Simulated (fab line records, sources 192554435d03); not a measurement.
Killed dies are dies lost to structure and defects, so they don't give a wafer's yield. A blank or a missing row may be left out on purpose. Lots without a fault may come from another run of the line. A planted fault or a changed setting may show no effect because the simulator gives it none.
A struck lot beside a sound one | flow n5_finfet | 14 steps out of a route of 1938
Sound: wafers L990.4, L990.5, L990.6. Struck: wafer L981.6. (L981.1 of the same lot was not struck and is left out.) The cause comes at the end.
At each step with rows: each side's tool, then ch and its chambers, then its first start. Under that, the readings that differ: sound wafers | struck wafers | difference of the means | sigmas: that difference in standard deviations of wafers without a fault.
alike: readings whose means differ by less than 2 such deviations, and words and numbers that are the same on both sides. not compared: withheld readings, readings that some wafer has no value for, bounds like >300 that may hide the same value, and numbers for which the record gives no deviation and whose values overlap.
The two part at a step that has a row with sigmas, a row that says differs or no value, or rows on one side only. Numbers that don't overlap but have no deviation are shown without sigmas and don't part them. A reading that every wafer of one side lacks parts them only if that side has two wafers or more.

N5_BEOL_M8_STRIP_80: strips in N2/H2, time 10 s.
  sound on rie_diel-03 ch 1,2,3; struck on rie_diel-03 ch 2
  alike: drypump_motor_current_A, h2_flow_sccm, oes_product_au, rf_vpp_V, showerhead_plenum_p_Torr, throttle_valve_pct
  not compared: rf_hours_counter_h
N5_BEOL_M8_OCD_MEAS_38:
  sound on ocd-01, day 13 11:44; struck on ocd-02, day 11 21:11
  alike: trench_depth_nm
then, 4 steps without rows for these wafers: N5_BEOL_M8_HM_STRIP_39 (strips TiN in peroxide tin strip, target depth 25 nm, time 158 s); N5_BEOL_M8_SRD_40 (time 30 s); N5_BEOL_M8_PRECLEAN_42 (cleans in residue remover, time 60 s); N5_BEOL_M8_SRD_43 (time 30 s).
N5_BEOL_M8_CD_MEAS_35: target cd 40 nm.
  sound on cd_sem-03, day 13 11:53; struck on cd_sem-01, day 11 21:21
  alike: cd_nm
N5_BEOL_M8_CURE_75: cures SiCOH lowk, time 120 s.
  sound on uv_cure-01 ch 1, day 13 12:22; struck on uv_cure-01 ch 1, day 11 21:34
  alike: lamp_power_pct, wafer_temp_C_max
N5_BEOL_M8_DEGAS_44: time 60 s.
  sound on pvd_sputter-01, day 13 13:30; struck on pvd_sputter-02, day 11 21:55
  reading            | sound       | struck | difference | sigmas
  heater_power_w (W) | 317 336 332 | 409    | +81        | +2
N5_BEOL_M8_PRE_CLEAN_45: time 30 s.
  sound on pvd_sputter-01, day 13 13:32; struck on pvd_sputter-02, day 11 21:58
  reading            | sound       | struck | difference | sigmas
  heater_power_w (W) | 325 346 314 | 406    | +78        | +2
N5_BEOL_M8_ALD_77: deposits TaN, target thk 2 nm, pulse time 2 s, purge time 3 s.
  sound on ald_metal-02 ch 0,3, day 13 13:37; struck on ald_metal-01 ch 1, day 11 22:02
  reading            | sound       | struck | difference | sigmas
  heater_power_w (W) | 455 466 408 | 313    | -130       | -2
then, 1 step without rows for these wafers: N5_BEOL_M8_SURFACE_TREAT_79.
N5_BEOL_M8_CVD_78: deposits Co from CCTBA/H2, target thk 2 nm, time 142.3 s.
  sound on cvd_co-02 ch 0,1,2, day 13 14:05; struck on cvd_co-01 ch 2, day 11 22:25
  reading          | sound             | struck | difference | sigmas
  run_length_s (s) | 164.2 166.0 164.9 | 99.9   | -65.1      | -99 or more
then, 1 step without rows for these wafers: N5_BEOL_M8_SPUTTER_48 (material Cu, target thk 10 nm, time 1.667 s).

WHERE THEY PART
First at N5_BEOL_M8_DEGAS_44; last, within this record, at N5_BEOL_M8_CVD_78.

WHY: what the simulator had put in
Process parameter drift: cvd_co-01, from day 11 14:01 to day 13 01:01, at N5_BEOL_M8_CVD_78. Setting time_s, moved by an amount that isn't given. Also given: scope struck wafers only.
